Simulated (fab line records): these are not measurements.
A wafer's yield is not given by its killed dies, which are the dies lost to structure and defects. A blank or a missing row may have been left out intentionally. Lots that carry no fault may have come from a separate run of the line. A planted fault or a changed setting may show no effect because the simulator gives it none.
fab line records -- flow n5-finfet
record lots=14, wafers=39, last-day=18
route steps=1938 shown BEOL_M0_SAQP@637 BEOL_M4@1111
lots that met no fault: from a run of the same line without faults
start-h: the number of hours between the record's first day and the start of the first shown wafer of the lot -- wait-h: hours elapsed since this lot's preceding step -- " repeats the value in the row above -- L1.1+2: a row that stands for several wafers -- - no value, or no start was given -- * or withheld: withheld -- < > ~ a bound
route shown NAME@n: names a module that has steps shown in the file, with the first one's number in the route -- usual: mean and standard deviation over wafers with no fault -- same: alike in all rows -- chamber/n: place in a boat -- sites: the reading at each site -- _std_site: their standard deviation -- _edge_site: inner sites' mean taken away from outer sites' mean -- radius-mm: for every site, how far away it sits from the centre of the wafer -- mask NAME#n: copy n -- behind: the tool/chamber that last shaped the wafer -- hold: why the lot was held/for how many hours/how that ended -- device: which transistor (n, p or np) failed to switch -- end of line: at the end of the route, the tests of the same wafers -- a step with no rows: only its recipe -- killed: count of dies lost to structure and defects at first sort (not the wafer's yield) -- map: the dies of a wafer, with x for killed, . for not killed, _ for no die there
set.NAME: the setting as run; set.NAME@STEP: as run at that earlier step -- model.NAME: the simulator's own value behind a step, which no gauge read
steps of the route over a sample of lots; a table a step, a row a wafer
services: from which hour (start-h, from the record's first day; less than 0 if before it) a tool's chamber was out of use, for how many hours, and why
## steps
# step N5_BEOL_M0_SAQP_PECVD_97
# recipe material=SiNx, target-thk-a=230, temp-c=350, precursor=SiH4/NH3/N2, pressure-torr=1.5, rf-w=300, time-s=19.9
# usual heater-power-w=537/42, showerhead-plenum-p-Torr=5.13/0.05, showerhead-vpp-V=1065/57, throttle-valve-pct=39.0/1.6
lot.wafer,tool,chamber,start-h,wait-h,heater-power-w,showerhead-plenum-p-Torr,showerhead-vpp-V,throttle-valve-pct
L689.1,pecvd-01,0,105.91,0.0,530,5.16,984,38.9
L689.2,pecvd-01,2,105.91,0.0,440,5.15,1140,38.7
L689.5,pecvd-01,0,105.91,0.0,518,5.16,1000,38.9
L691.1,pecvd-04,0,115.54,0.0,485,5.09,1150,37.8
L691.2,pecvd-04,2,115.54,0.0,599,5.13,1058,35.3
L691.3,pecvd-04,1,115.54,0.0,530,5.03,1056,38.2
L693.1,pecvd-01,1,133.45,0.0,521,5.21,1097,38.9
L693.3,pecvd-01,0,133.45,0.0,544,5.16,990,38.9
L693.4,pecvd-01,2,133.45,0.0,485,5.14,1126,38.7
L694.2,pecvd-01,2,137.27,0.0,519,5.14,1130,38.7
L694.3,pecvd-01,1,137.27,0.0,587,5.22,1107,38.6
L694.4,pecvd-01,2,137.27,0.0,514,5.15,1123,38.7
L695.2,pecvd-02,0,140.97,0.0,517,5.10,971,40.1
L695.3,pecvd-02,2,140.97,0.0,539,5.06,1054,39.4
L695.4,pecvd-02,0,140.97,0.0,512,5.12,972,40.1
L696.1,pecvd-04,0,148.96,0.0,500,5.09,1150,37.8
L696.3,pecvd-04,2,148.96,0.0,616,5.13,1038,35.5
L696.6,pecvd-04,2,148.96,0.0,623,5.13,1058,35.3
L700.1,pecvd-04,2,172.34,0.0,567,5.13,1052,35.4
L700.2,pecvd-04,0,172.34,0.0,497,5.11,1152,37.9
L700.6,pecvd-04,2,172.34,0.0,544,5.13,1051,35.2
L701.4,pecvd-01,0,182.65,0.0,580,5.17,975,39.1
L701.6,pecvd-01,2,182.65,0.0,495,5.15,1130,38.6
L702.3,pecvd-01,0,185.98,0.0,539,5.16,1003,39.1
L702.4,pecvd-01,2,185.98,0.0,467,5.16,1135,39.0
L702.5,pecvd-01,0,185.98,0.0,555,5.15,985,39.0
L703.1,pecvd-02,0,196.13,0.0,492,5.10,978,40.2
L703.2,pecvd-02,2,196.13,0.0,532,5.08,1066,39.3
L703.5,pecvd-02,1,196.13,0.0,642,5.17,1095,42.0
L704.4,pecvd-02,1,198.34,0.0,611,5.18,1079,41.9
L704.5,pecvd-02,2,198.34,0.0,534,5.08,1056,39.5
L708.1,pecvd-04,0,226.13,0.0,539,5.10,1154,38.0
L708.4,pecvd-04,2,226.13,0.0,585,5.13,1047,35.3
L708.5,pecvd-04,0,226.13,0.0,542,5.09,1154,38.0
L710.4,pecvd-04,2,236.26,0.0,565,5.14,1038,35.6
L710.5,pecvd-04,1,236.26,0.0,478,5.03,1033,37.8
L712.2,pecvd-02,2,263.66,0.0,574,5.08,1044,39.5
L712.4,pecvd-02,1,263.66,0.0,579,5.17,1084,41.7
L712.5,pecvd-02,0,263.66,0.0,540,5.11,989,40.5
# step N5_BEOL_M0_SAQP_OVL_MEAS_15
# recipe points-per-wafer=44
# usual M0_CORE_OVL=0.0/0.69
# same points-per-wafer=44
lot.wafer,tool,chamber,start-h,wait-h,M0_CORE_OVL[nm]
L689.1,overlay-01,0,106.59,0.0,0.8
L689.2,overlay-01,0,106.59,0.0,-0.9
L689.5,overlay-01,0,106.59,0.0,0.6
L691.1,overlay-01,0,116.06,0.0,0.6
L691.2,overlay-01,0,116.06,0.0,-0.5
L691.3,overlay-01,0,116.06,0.0,-1.1
L693.1,overlay-01,0,134.10,0.0,-0.4
L693.3,overlay-01,0,134.10,0.0,-0.5
L693.4,overlay-01,0,134.10,0.0,-0.4
L694.2,overlay-02,0,137.92,0.0,-0.4
L694.3,overlay-02,0,137.92,0.0,0.5
L694.4,overlay-02,0,137.92,0.0,-0.2
L695.2,overlay-01,0,141.62,0.0,-0.2
L695.3,overlay-01,0,141.62,0.0,-0.1
L695.4,overlay-01,0,141.62,0.0,-0.5
L696.1,overlay-01,0,149.48,0.0,-0.6
L696.3,overlay-01,0,149.48,0.0,-0.1
L696.6,overlay-01,0,149.48,0.0,0.3
L700.1,overlay-01,0,173.02,0.1,0.0
L700.2,overlay-01,0,173.02,0.1,-1.5
L700.6,overlay-01,0,173.02,0.1,-0.8
L701.4,overlay-02,0,183.15,0.0,0.3
L701.6,overlay-02,0,183.15,0.0,0.7
L702.3,overlay-02,0,186.63,0.0,1.1
L702.4,overlay-02,0,186.63,0.0,0.0
L702.5,overlay-02,0,186.63,0.0,0.7
L703.1,overlay-02,0,196.65,0.0,-0.4
L703.2,overlay-02,0,196.65,0.0,0.1
L703.5,overlay-02,0,196.65,0.0,0.9
L704.4,overlay-01,0,198.97,0.0,-1.0
L704.5,overlay-01,0,198.97,0.0,0.0
L708.1,overlay-02,0,226.66,0.0,-0.7
L708.4,overlay-02,0,226.66,0.0,0.6
L708.5,overlay-02,0,226.66,0.0,-0.5
L710.4,overlay-02,0,236.76,0.0,-0.2
L710.5,overlay-02,0,236.76,0.0,0.3
L712.2,overlay-02,0,264.32,0.0,1.7
L712.4,overlay-02,0,264.32,0.0,1.3
L712.5,overlay-02,0,264.32,0.0,0.5
# step N5_BEOL_M0_SAQP_SPACER1_ALD_98
# recipe material=SiO2, target-thk-a=128, temp-c=300, ald-precursor-family=BDEAS, ald-co-reactant=O2-plasma, pulse-time-s=1, purge-time-s=2, co-reactant-purge-time-s=2, ald-cycles=138, pressure-torr=2
# usual ald-cycles=138/0, chamber-pressure-Torr=2.000/0.0045, heater-power-w=476/68, precursor-pulse-height-rel=1.001/0.02, pulse-time-s=1/0
lot.wafer,tool,chamber,start-h,wait-h,ald-cycles,chamber-pressure-Torr,heater-power-w,precursor-pulse-height-rel,pulse-time-s
L689.1,ald-sin-01,2,107.59,0.3,138,2.005,525,1.029,1
L689.2,ald-sin-01,3,107.59,0.3,138,1.994,520,1.004,1
L689.5,ald-sin-01,0,107.59,0.3,138,1.994,500,1.001,1
L691.1,ald-sin-04,3,117.01,0.3,138,2.004,503,1.017,1
L691.2,ald-sin-04,2,117.01,0.3,138,1.998,421,0.996,1
L691.3,ald-sin-04,0,117.01,0.3,138,2.008,439,0.984,1
L693.1,ald-sin-04,1,135.08,0.3,138,2.001,564,1.022,1
L693.3,ald-sin-04,3,135.08,0.3,138,1.999,493,0.985,1
L693.4,ald-sin-04,0,135.08,0.3,138,1.993,447,0.997,1
L694.2,ald-sin-01,1,139.25,0.6,138,2.005,380,0.989,1
L694.3,ald-sin-01,2,139.25,0.6,138,1.999,513,1.009,1
L694.4,ald-sin-01,3,139.25,0.6,138,2.003,539,0.995,1
L695.2,ald-sin-01,0,142.75,0.3,-,-,-,-,-
L695.3,ald-sin-01,2,142.75,0.3,-,-,-,-,-
L695.4,ald-sin-01,1,142.75,0.3,-,-,-,-,-
L696.1,ald-sin-02,2,150.58,0.3,-,-,-,-,-
L696.3,ald-sin-02,3,150.58,0.3,-,-,-,-,-
L696.6,ald-sin-02,3,150.58,0.3,-,-,-,-,-
L700.1,ald-sin-04,2,174.08,0.4,138,1.998,424,0.985,1
L700.2,ald-sin-04,3,174.08,0.4,138,1.998,492,1.013,1
L700.6,ald-sin-04,2,174.08,0.4,138,1.997,420,1.014,1
L701.4,ald-sin-04,0,184.86,0.9,138,1.996,454,1.021,1
L701.6,ald-sin-04,1,184.86,0.9,138,1.997,589,1.018,1
L702.3,ald-sin-02,0,188.48,1.0,138,2.002,626,0.999,1
L702.4,ald-sin-02,2,188.48,1.0,138,2.005,366,0.991,1
L702.5,ald-sin-02,2,188.48,1.0,138,2.004,361,1.008,1
L703.1,ald-sin-02,1,198.00,0.6,138,2.007,512,1.008,1
L703.2,ald-sin-02,3,198.00,0.6,138,1.995,427,0.990,1
L703.5,ald-sin-02,0,198.00,0.6,138,1.999,600,1.008,1
L704.4,ald-sin-01,1,200.04,0.1,138,1.996,389,1.003,1
L704.5,ald-sin-01,1,200.04,0.1,138,2.004,400,0.998,1
L708.1,ald-sin-04,3,227.96,0.4,138,2.000,495,0.992,1
L708.4,ald-sin-04,1,227.96,0.4,138,1.994,587,0.999,1
L708.5,ald-sin-04,0,227.96,0.4,138,2.002,457,0.977,1
L710.4,ald-sin-01,3,238.20,0.6,138,2.002,525,0.987,1
L710.5,ald-sin-01,1,238.20,0.6,138,2.000,395,1.003,1
L712.2,ald-sin-02,3,265.27,0.3,138,2.004,425,0.978,1
L712.4,ald-sin-02,2,265.27,0.3,138,1.997,367,0.992,1
L712.5,ald-sin-02,0,265.27,0.3,138,2.002,602,1.018,1
# step N5_BEOL_M0_SAQP_MANDREL1_REMOVE_100
# recipe chemistry=HBr/Cl2/O2, bt-time-s=10, target=a-Si, stop-on=SiNx, endpoint=OES-SiCl, over-etch-frac=0.85, icp-w=600, bias-w=30, HBr_flow_sccm=150, Cl2_flow_sccm=80, O2_flow_sccm=5, pressure-mtorr=10
# usual drypump-motor-current-A=5.6/0.42, oes-product-au=0.996/0.02, throttle-valve-pct=36.9/0.5
lot.wafer,tool,chamber,start-h,wait-h,drypump-motor-current-A,oes-product-au,rf-hours-counter-h,throttle-valve-pct
L689.1,rie-si-03,2,108.19,0.1,5.1,0.948,94,36.2
L689.2,rie-si-03,3,108.19,0.1,6.7,0.988,40,37.0
L689.5,rie-si-03,2,108.19,0.1,5.1,0.959,-,36.2
L691.1,rie-si-05,2,117.66,0.1,5.0,1.007,45,37.2
L691.2,rie-si-05,3,117.66,0.1,6.3,0.973,130,36.3
L691.3,rie-si-05,0,117.66,0.1,5.5,0.978,17,36.6
L693.1,rie-si-03,3,135.64,0.1,6.7,0.987,40,37.0
L693.3,rie-si-03,0,135.64,0.1,5.9,1.032,157,37.1
L693.4,rie-si-03,1,135.64,0.1,5.8,0.977,34,38.0
L694.2,rie-si-03,0,139.81,0.1,5.8,1.042,157,37.0
L694.3,rie-si-03,2,139.81,0.1,5.2,0.954,94,36.2
L694.4,rie-si-03,1,139.81,0.1,5.8,0.991,34,38.0
L695.2,rie-si-05,0,143.31,0.1,5.5,0.980,18,36.6
L695.3,rie-si-05,2,143.31,0.1,5.0,1.022,46,37.2
L695.4,rie-si-05,3,143.31,0.1,6.3,0.982,130,36.3
L696.1,rie-si-06,0,151.14,0.1,5.7,1.014,9,37.0
L696.3,rie-si-06,1,151.14,0.1,5.2,1.007,10,36.4
L696.6,rie-si-06,0,151.14,0.1,5.7,1.011,-,37.0
L700.1,rie-si-05,0,174.65,0.1,5.5,1.001,18,36.6
L700.2,rie-si-05,3,174.65,0.1,6.3,0.985,131,36.3
L700.6,rie-si-05,2,174.65,0.1,5.0,1.012,-,37.2
L701.4,rie-si-05,1,185.42,0.1,5.8,1.014,5,37.3
L701.6,rie-si-05,0,185.42,0.1,5.5,0.997,-,36.6
L702.3,rie-si-05,0,189.09,0.1,5.5,0.990,19,36.6
L702.4,rie-si-05,2,189.09,0.1,5.0,1.018,46,37.2
L702.5,rie-si-05,3,189.09,0.1,6.3,0.988,-,36.3
L703.1,rie-si-06,1,198.56,0.1,5.1,0.992,11,36.4
L703.2,rie-si-06,2,198.56,0.1,5.4,0.976,100,37.6
L703.5,rie-si-06,3,198.56,0.1,5.6,1.008,-,36.4
L704.4,rie-si-06,2,200.60,0.1,5.4,0.973,100,37.5
L704.5,rie-si-06,1,200.60,0.1,5.2,0.999,-,36.4
L708.1,rie-si-06,3,228.52,0.1,5.6,1.013,1,36.4
L708.4,rie-si-06,1,228.52,0.1,5.1,0.997,11,36.4
L708.5,rie-si-06,2,228.52,0.1,5.4,0.983,-,37.5
L710.4,rie-si-06,2,238.78,0.1,5.4,0.977,101,37.6
L710.5,rie-si-06,2,238.78,0.1,5.4,0.984,-,37.5
L712.2,rie-si-06,0,265.83,0.1,5.6,0.999,11,37.0
L712.4,rie-si-06,1,265.83,0.1,5.1,1.006,12,36.4
L712.5,rie-si-06,1,265.83,0.1,5.2,0.997,-,36.4
# step N5_BEOL_M0_SAQP_CD_MEAS_25
# recipe target-cd-nm=13.1, landing-energy-ev=1000, detector=se-inlens
# usual cd-nm=12.80/0.23
lot.wafer,tool,chamber,start-h,wait-h,cd-nm
L689.1,cd-sem-01,0,108.31,0.1,12.93
L689.2,cd-sem-01,0,108.31,0.1,12.71
L689.5,cd-sem-01,0,108.31,0.1,12.74
L691.1,cd-sem-03,0,117.77,0.1,12.84
L691.2,cd-sem-03,0,117.77,0.1,12.58
L691.3,cd-sem-03,0,117.77,0.1,12.63
L693.1,cd-sem-03,0,135.75,0.1,12.70
L693.3,cd-sem-03,0,135.75,0.1,12.70
L693.4,cd-sem-03,0,135.75,0.1,12.86
L694.2,cd-sem-01,0,139.93,0.1,12.90
L694.3,cd-sem-01,0,139.93,0.1,12.88
L694.4,cd-sem-01,0,139.93,0.1,12.72
L695.2,cd-sem-03,0,143.43,0.1,-
L695.3,cd-sem-03,0,143.43,0.1,-
L695.4,cd-sem-03,0,143.43,0.1,-
L696.1,cd-sem-03,0,151.25,0.1,-
L696.3,cd-sem-03,0,151.25,0.1,-
L696.6,cd-sem-03,0,151.25,0.1,-
L700.1,cd-sem-02,0,174.76,0.1,13.52
L700.2,cd-sem-02,0,174.76,0.1,13.22
L700.6,cd-sem-02,0,174.76,0.1,12.43
L701.4,cd-sem-02,0,185.53,0.1,12.73
L701.6,cd-sem-02,0,185.53,0.1,12.71
L702.3,cd-sem-01,0,189.21,0.1,12.88
L702.4,cd-sem-01,0,189.21,0.1,12.72
L702.5,cd-sem-01,0,189.21,0.1,13.04
L703.1,cd-sem-03,0,198.67,0.1,12.70
L703.2,cd-sem-03,0,198.67,0.1,12.84
L703.5,cd-sem-03,0,198.67,0.1,12.46
L704.4,cd-sem-01,0,200.71,0.1,13.29
L704.5,cd-sem-01,0,200.71,0.1,12.83
L708.1,cd-sem-03,0,228.63,0.1,13.15
L708.4,cd-sem-03,0,228.63,0.1,12.51
L708.5,cd-sem-03,0,228.63,0.1,13.17
L710.4,cd-sem-02,0,238.89,0.1,12.84
L710.5,cd-sem-02,0,238.89,0.1,13.01
L712.2,cd-sem-03,0,265.94,0.1,12.49
L712.4,cd-sem-03,0,265.94,0.1,13.07
L712.5,cd-sem-03,0,265.94,0.1,12.71
# step N5_BEOL_M4_RC_MEAS_101
# usual DIBL_N=36.2/2.2, DIBL_P=36.5/3, IOFF_N=0.16/0.039, IOFF_P=0.22/0.047, ION_N=675/15, ION_P=463/10, SS_N=71.6/0.71, SS_P=73.4/0.94, VT_N=250/3.6, VT_P=-250/3.9
lot.wafer,tool,chamber,start-h,wait-h,DIBL_N[mV/V],DIBL_P[mV/V],IOFF_N[nA/um],IOFF_P[nA/um],ION_N[uA/um],ION_P[uA/um],SS_N[mV/dec],SS_P[mV/dec],VT_N[mV],VT_P[mV]
L689.1,prober-01,0,161.40,0.0,32.5,32.4,0.11,0.16,650,452,70.7,72.4,252,-253
L689.2,prober-01,0,161.40,0.0,36.8,37.7,0.20,0.25,690,468,71.8,74.1,241,-249
L689.5,prober-01,0,161.40,0.0,35.2,36.3,0.17,0.22,677,463,71.6,72.6,247,-248
L691.1,prober-02,0,169.20,0.0,35.0,34.9,0.13,0.22,644,451,71.5,73.5,255,-250
L691.2,prober-02,0,169.20,0.0,34.3,32.9,0.11,0.16,654,455,70.7,72.8,255,-253
L691.3,prober-02,0,169.20,0.0,33.8,33.2,0.13,0.18,670,464,70.5,73.0,250,-250
L694.2,prober-01,0,189.36,0.2,38.5,39.0,0.20,0.28,687,476,72.4,73.7,247,-245
L694.3,prober-01,0,189.36,0.2,35.3,35.3,0.14,0.23,662,462,70.6,73.4,249,-245
L694.4,prober-01,0,189.36,0.2,37.7,37.4,0.18,0.25,690,473,71.3,72.9,246,-245
L693.1,prober-02,0,194.60,0.0,35.1,35.7,0.14,0.18,664,451,71.3,73.3,253,-254
L693.3,prober-02,0,194.60,0.0,35.4,37.1,0.15,0.21,678,468,71.5,73.0,250,-250
L693.4,prober-02,0,194.60,0.0,32.2,32.7,0.10,0.16,650,450,70.5,72.2,257,-253
L700.1,prober-02,0,230.48,0.0,35.6,36.8,0.15,0.21,663,463,71.8,73.6,252,-248
L700.2,prober-02,0,230.48,0.0,35.6,36.7,0.15,0.20,690,473,71.2,73.7,251,-251
L700.6,prober-02,0,230.48,0.0,33.2,34.3,0.12,0.18,657,454,70.3,73.6,255,-251
L701.4,prober-02,0,248.73,0.5,36.6,35.0,0.16,0.21,664,459,71.3,73.4,251,-250
L701.6,prober-02,0,248.73,0.5,33.4,33.1,0.12,0.20,676,476,71.6,72.1,256,-250
L702.3,prober-02,0,256.66,0.3,35.9,35.5,0.14,0.19,686,468,71.3,72.7,249,-251
L702.4,prober-02,0,256.66,0.3,41.9,41.5,0.26,0.29,690,470,73.5,74.6,243,-248
L702.5,prober-02,0,256.66,0.3,36.9,35.8,0.15,0.19,685,461,71.1,73.0,253,-253
L703.1,prober-01,0,256.84,0.0,38.2,38.9,0.18,0.21,669,458,71.9,74.2,249,-252
L703.2,prober-01,0,256.84,0.0,35.4,36.4,0.13,0.17,667,461,71.2,73.1,253,-256
L703.5,prober-01,0,256.84,0.0,34.8,36.2,0.15,0.19,698,475,70.6,73.2,248,-252
L704.4,prober-01,0,274.57,0.5,39.0,37.4,0.17,0.22,673,453,72.1,74.3,249,-251
L704.5,prober-01,0,274.57,0.5,39.0,38.4,0.19,0.25,692,470,71.7,74.8,248,-249
L710.4,prober-01,0,289.51,0.5,37.0,38.9,0.16,0.22,673,455,71.2,73.2,251,-252
L710.5,prober-01,0,289.51,0.5,37.9,40.3,0.17,0.23,672,460,72.0,73.9,251,-250
L708.1,prober-02,0,289.62,0.0,32.2,32.2,0.12,0.19,669,476,70.6,71.6,251,-247
L708.4,prober-02,0,289.62,0.0,35.6,35.7,0.16,0.24,678,466,71.2,72.7,248,-244
L708.5,prober-02,0,289.62,0.0,36.5,37.0,0.18,0.29,686,475,71.6,73.8,244,-240
L712.2,prober-01,0,321.09,0.2,34.2,36.4,0.15,0.21,678,460,71.5,74.1,248,-249
L712.4,prober-01,0,321.09,0.2,36.0,37.1,0.18,0.22,682,462,71.9,73.2,246,-250
L712.5,prober-01,0,321.09,0.2,32.6,33.2,0.12,0.17,665,457,71.3,72.6,251,-254
## services
tool,chamber,start-h,hours,kind
ald-sin-01,-,86.31,14.0,pm
pecvd-04,1,93.20,3.1,repair
rie-si-06,0,94.55,2.9,repair
rie-si-03,-,99.66,0.3,repair
rie-si-06,-,104.32,8.3,repair
pecvd-04,2,115.95,6.9,repair
ald-sin-01,0,116.62,14.9,repair
rie-si-03,2,117.00,9.9,repair
pecvd-01,-,120.19,2.0,repair
pecvd-01,-,126.90,0.9,repair
rie-si-06,1,158.58,1.1,repair
ald-sin-04,0,164.70,5.0,repair
pecvd-04,-,170.44,0.4,repair
ald-sin-02,-,181.32,0.4,repair
pecvd-04,-,190.11,0.7,repair
ald-sin-01,0,201.35,5.4,repair
pecvd-04,2,206.38,3.8,repair
ald-sin-02,1,209.49,5.5,repair
rie-si-03,2,210.38,3.7,repair
ald-sin-02,0,217.68,2.5,repair
pecvd-02,-,222.95,4.3,pm
ald-sin-04,-,225.66,1.4,repair
ald-sin-04,0,247.35,4.6,repair
rie-si-05,-,255.86,7.8,repair
## key
first-sign step=N5_BEOL_M0_SAQP_SPACER1_ALD_98, reading=tool-record, direction=missing
effect step=N5_BEOL_M0_SAQP_CD_MEAS_25, reading=cd-nm, direction=missing
met-at N5_BEOL_M0_SAQP_SPACER1_ALD_98
struck-lots L695,L696
later-rows-left-out L695.2,L695.3,L695.4,L696.1,L696.3,L696.6
sort-left-out L695.2,L695.3,L695.4,L696.1,L696.3,L696.6
not-acting-at N5_BEOL_M0_SAQP_PECVD_97,N5_BEOL_M0_SAQP_OVL_MEAS_15,N5_BEOL_M0_SAQP_MANDREL1_REMOVE_100
onset-between 139.25 142.75
fault kind=skipped-step-whole, tool=ald-sin-01,ald-sin-02, chamber=-, onset-h=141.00, steps=N5_BEOL_M0_SAQP_SPACER1_ALD_98, scope=struck-lots-only
# sort-left-out: the simulated sort isn't trusted on such a fault, so these wafers' sort isn't shown, and their yield isn't known
# later-rows-left-out: the simulator's readings of these wafers behind a module that went badly wrong aren't trusted and aren't shown, but for the sort
